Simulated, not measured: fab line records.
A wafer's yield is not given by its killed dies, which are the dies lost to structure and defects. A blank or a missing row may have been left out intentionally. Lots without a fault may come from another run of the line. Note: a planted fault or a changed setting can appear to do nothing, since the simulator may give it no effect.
Matching of chambers ; flow nand harc ; NHARC_P_M2_STRIP_18 on rie diel-06: 4 sister chambers
The step strips in N2/H2. 8 wafers are shown with their chamber, then 12 later ones without.

== WAFERS WITH THEIR CHAMBER ==
wafer;chamber;drypump motor current A (A);oes product au (a.u.)
L083.5;1;5.5;0.993
L084.5;3;5.4;0.999
L086.1;0;6.7;0.985
L086.2;3;5.4;1.008
L086.6;2;6.6;1.013
L085.1;0;6.7;0.985
L085.4;2;6.6;1.001
L085.6;1;5.4;0.978

== WAFERS WITHOUT THEIR CHAMBER ==
wafer;drypump motor current A (A);oes product au (a.u.)
L088.1;6.7;0.974
L088.4;5.4;1.006
L088.5;5.4;1.007
L090.1;6.6;1.004
L090.4;6.6;1.003
L090.6;6.6;0.998
L093.1;5.4;0.973
L093.3;6.7;0.993
L093.6;5.4;0.983
L097.3;6.6;1.009
L097.4;5.4;1.011
L097.6;6.6;0.993

== THE CHAMBER EACH PASSED THROUGH ==
wafer;from the rows above;in truth
L088.1;0;0
L088.4;3;3
L088.5;3;3
L090.1;2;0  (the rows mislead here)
L090.4;2;2
L090.6;2;2
L093.1;can't be placed: 1 or 3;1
L093.3;0;0
L093.6;can't be placed: 1 or 3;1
L097.3;2;2
L097.4;3;3
L097.6;can't be placed: 2 or 0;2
Correct placement for 8 of the 12. From these rows, 3 cannot be placed; in 3 the true chamber is one of the candidates. Number placed wrongly: 1.
How it was worked out, from the rows above alone: a wafer's distance from a chamber is the root of the sum, over the readings, of the square of ((its reading less the chamber's mean) divided by the reading's scatter). If the next closest chamber is less than 2 further off than the closest, the wafer can't be placed; otherwise it belongs to the closest. For every chamber, the mean is computed from those of its wafers that are shown. The scatter is the square root of a quotient: the sum, over the shown wafers, of each reading's squared deviation from its chamber's mean, divided by wafers minus chambers.
